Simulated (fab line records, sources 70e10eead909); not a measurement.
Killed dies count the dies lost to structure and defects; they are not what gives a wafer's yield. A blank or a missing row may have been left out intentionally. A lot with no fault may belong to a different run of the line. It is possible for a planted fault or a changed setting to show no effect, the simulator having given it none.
Shared-tool check / flow nand harc / Sample size 13 lots and 39 wafers

REASON FOR OPENING
At NHARC_P_CONTACT_OVL_MEAS_13 the reading overlay x nm is flagged on 2 of 13 lots. Fault-free wafers read 0.1 nm, with a standard deviation of 0.85.
Rule: a lot is flagged in two cases, either no wafer of it has a number, or all its wafers with numbers fall more than 4 standard deviations from that mean. The other lots count as sound.

lot=L822; measured=day 5 18:17; on=overlay-01; overlay x nm (nm), wafer by wafer=0.9 0.8 0.6; flag=
lot=L823; measured=day 5 19:44; on=overlay-01; overlay x nm (nm), wafer by wafer=0.2 0.6 0.9; flag=
lot=L824; measured=day 5 22:45; on=overlay-02; overlay x nm (nm), wafer by wafer=-0.9 -0.6 -1.2; flag=
lot=L825; measured=day 6 12:13; on=overlay-01; overlay x nm (nm), wafer by wafer=0.4 -0.1 0.0; flag=
lot=L826; measured=day 6 12:29; on=overlay-02; overlay x nm (nm), wafer by wafer=0.8 1.1 1.1; flag=
lot=L828; measured=day 7 04:53; on=overlay-01; overlay x nm (nm), wafer by wafer=-1.2 -1.3 -1.0; flag=
lot=L830; measured=day 7 11:29; on=overlay-01; overlay x nm (nm), wafer by wafer=1.0 1.0 0.8; flag=
lot=L835; measured=day 8 16:19; on=overlay-02; overlay x nm (nm), wafer by wafer=-0.3 -0.1 -0.1; flag=
lot=L834; measured=day 8 18:28; on=overlay-01; overlay x nm (nm), wafer by wafer=10.9 10.5 10.8; flag=FLAGGED
lot=L836; measured=day 8 23:07; on=overlay-02; overlay x nm (nm), wafer by wafer=0.2 -0.7 -0.9; flag=
lot=L837; measured=day 9 10:23; on=overlay-01; overlay x nm (nm), wafer by wafer=9.6 10.2 10.1; flag=FLAGGED
lot=L842; measured=day 10 05:59; on=overlay-01; overlay x nm (nm), wafer by wafer=-0.3 -0.2 -0.8; flag=
lot=L843; measured=day 10 23:46; on=overlay-02; overlay x nm (nm), wafer by wafer=-0.3 -0.2 -0.4; flag=
Average over the flagged lots: 10.3 nm; offset from the usual +10.2 nm, equal to +12 standard deviations.

WHICH TOOL EACH LOT WENT THROUGH
3 process steps preceding the reading are held in the record, out of 1159 steps in the route. Cell contents, in order: the tool; ch with the chambers the sampled wafers went through; the start.
lot=L822; flag=; NHARC_P_GATE_STRIP_112=plasma asher-02 ch 0,1, day 5 12:11; NHARC_P_GATE_STRIP_95=plasma asher-01 ch 0,1, day 5 14:38; NHARC_P_CONTACT_EXPOSE_09=arfi scanner-02 ch 0, day 5 18:04
lot=L823; flag=; NHARC_P_GATE_STRIP_112=plasma asher-02 ch 0,1, day 5 13:28; NHARC_P_GATE_STRIP_95=plasma asher-02 ch 0,1, day 5 16:04; NHARC_P_CONTACT_EXPOSE_09=arfi scanner-02 ch 0, day 5 19:31
lot=L824; flag=; NHARC_P_GATE_STRIP_112=plasma asher-02 ch 0,1, day 5 16:37; NHARC_P_GATE_STRIP_95=plasma asher-02 ch 0,1, day 5 19:04; NHARC_P_CONTACT_EXPOSE_09=arfi scanner-03 ch 0, day 5 22:31
lot=L825; flag=; NHARC_P_GATE_STRIP_112=plasma asher-02 ch 0,1, day 6 06:06; NHARC_P_GATE_STRIP_95=plasma asher-02 ch 0,1, day 6 08:33; NHARC_P_CONTACT_EXPOSE_09=arfi scanner-01 ch 0, day 6 11:58
lot=L826; flag=; NHARC_P_GATE_STRIP_112=plasma asher-02 ch 0,1, day 6 06:38; NHARC_P_GATE_STRIP_95=plasma asher-01 ch 0,1, day 6 08:49; NHARC_P_CONTACT_EXPOSE_09=arfi scanner-02 ch 0, day 6 12:16
lot=L828; flag=; NHARC_P_GATE_STRIP_112=plasma asher-01 ch 0,1, day 6 22:58; NHARC_P_GATE_STRIP_95=plasma asher-01 ch 0,1, day 7 01:17; NHARC_P_CONTACT_EXPOSE_09=arfi scanner-02 ch 0, day 7 04:38
lot=L830; flag=; NHARC_P_GATE_STRIP_112=plasma asher-02 ch 0,1, day 7 05:14; NHARC_P_GATE_STRIP_95=plasma asher-01 ch 0,1, day 7 07:36; NHARC_P_CONTACT_EXPOSE_09=arfi scanner-02 ch 0, day 7 11:15
lot=L835; flag=; NHARC_P_GATE_STRIP_112=plasma asher-01 ch 0,1, day 8 10:11; NHARC_P_GATE_STRIP_95=plasma asher-02 ch 0,1, day 8 12:31; NHARC_P_CONTACT_EXPOSE_09=arfi scanner-01 ch 0, day 8 16:06
lot=L834; flag=FLAGGED; NHARC_P_GATE_STRIP_112=plasma asher-01 ch 0,1, day 8 12:35; NHARC_P_GATE_STRIP_95=plasma asher-02 ch 0,1, day 8 14:56; NHARC_P_CONTACT_EXPOSE_09=arfi scanner-02 ch 0, day 8 18:14
lot=L836; flag=; NHARC_P_GATE_STRIP_112=plasma asher-01 ch 0,1, day 8 17:10; NHARC_P_GATE_STRIP_95=plasma asher-01 ch 0, day 8 19:34; NHARC_P_CONTACT_EXPOSE_09=arfi scanner-03 ch 0, day 8 22:53
lot=L837; flag=FLAGGED; NHARC_P_GATE_STRIP_112=plasma asher-01 ch 0,1, day 9 04:24; NHARC_P_GATE_STRIP_95=plasma asher-01 ch 0,1, day 9 06:49; NHARC_P_CONTACT_EXPOSE_09=arfi scanner-02 ch 0, day 9 10:10
lot=L842; flag=; NHARC_P_GATE_STRIP_112=plasma asher-01 ch 0, day 10 00:02; NHARC_P_GATE_STRIP_95=plasma asher-02 ch 0,1, day 10 02:28; NHARC_P_CONTACT_EXPOSE_09=arfi scanner-01 ch 0, day 10 05:45
lot=L843; flag=; NHARC_P_GATE_STRIP_112=plasma asher-01 ch 0,1, day 10 17:55; NHARC_P_GATE_STRIP_95=plasma asher-02 ch 1, day 10 20:16; NHARC_P_CONTACT_EXPOSE_09=arfi scanner-01 ch 0, day 10 23:32
What is done by these steps:
- NHARC_P_GATE_STRIP_112: strips in N2/H2, time 200 s.
- NHARC_P_GATE_STRIP_95: strips in O2.
- NHARC_P_CONTACT_EXPOSE_09: exposes mask P CA, target cd 90 nm.
- NHARC_P_CONTACT_OVL_MEAS_13

FLAGGED AGAINST TOTAL, ONE TOOL AT A TIME (gauges that did the reading follow at the end)
step=NHARC_P_GATE_STRIP_112; tool=plasma asher-01; lots run=7; flagged=2; share of the flagged lots=all; sound lots run after its first flagged lot=3 (L836,L842,L843)
step=NHARC_P_GATE_STRIP_112; tool=plasma asher-02; lots run=6; flagged=0; share of the flagged lots=none; sound lots run after its first flagged lot=-
step=NHARC_P_GATE_STRIP_95; tool=plasma asher-01; lots run=6; flagged=1; share of the flagged lots=some; sound lots run after its first flagged lot=0
step=NHARC_P_GATE_STRIP_95; tool=plasma asher-02; lots run=7; flagged=1; share of the flagged lots=some; sound lots run after its first flagged lot=2 (L842,L843)
step=NHARC_P_CONTACT_EXPOSE_09; tool=arfi scanner-01; lots run=4; flagged=0; share of the flagged lots=none; sound lots run after its first flagged lot=-
step=NHARC_P_CONTACT_EXPOSE_09; tool=arfi scanner-02; lots run=7; flagged=2; share of the flagged lots=all; sound lots run after its first flagged lot=0
step=NHARC_P_CONTACT_EXPOSE_09; tool=arfi scanner-03; lots run=2; flagged=0; share of the flagged lots=none; sound lots run after its first flagged lot=-
step=NHARC_P_CONTACT_OVL_MEAS_13; tool=overlay-01; lots run=8; flagged=2; share of the flagged lots=all; sound lots run after its first flagged lot=1 (L842)
step=NHARC_P_CONTACT_OVL_MEAS_13; tool=overlay-02; lots run=5; flagged=0; share of the flagged lots=none; sound lots run after its first flagged lot=-

THE TABLE: WHAT IT ALLOWS
3 rows of the table ran every flagged lot: plasma asher-01 at NHARC_P_GATE_STRIP_112, arfi scanner-02 at NHARC_P_CONTACT_EXPOSE_09, overlay-01 at NHARC_P_CONTACT_OVL_MEAS_13.
- plasma asher-01 at NHARC_P_GATE_STRIP_112 ran 7 lots, 2 of them flagged. After the first flagged lot (L836, L842, L843), sound lots still ran on it; a lasting fault on the whole tool would not permit that.
- arfi scanner-02 at NHARC_P_CONTACT_EXPOSE_09 ran 7 lots, 2 of them flagged. It ran its last sound lot, L830, at day 7 11:15 and its first flagged lot, L834, at day 8 18:14: a fault with its onset between the two fits.
- overlay-01 at NHARC_P_CONTACT_OVL_MEAS_13 ran 8 lots, 2 of them flagged. After the first flagged lot (L842), sound lots still ran on it; a lasting fault on the whole tool would not permit that.
What remains is a single tool, arfi scanner-02 at NHARC_P_CONTACT_EXPOSE_09.

WHAT THE SIMULATOR HAD INSERTED
Scanner matching overlay: arfi scanner-02, from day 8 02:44 on, at NHARC_P_CONTACT_EXPOSE_09. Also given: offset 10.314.
Shown lots that were struck: L834, L837. The rule above reached the same finding.
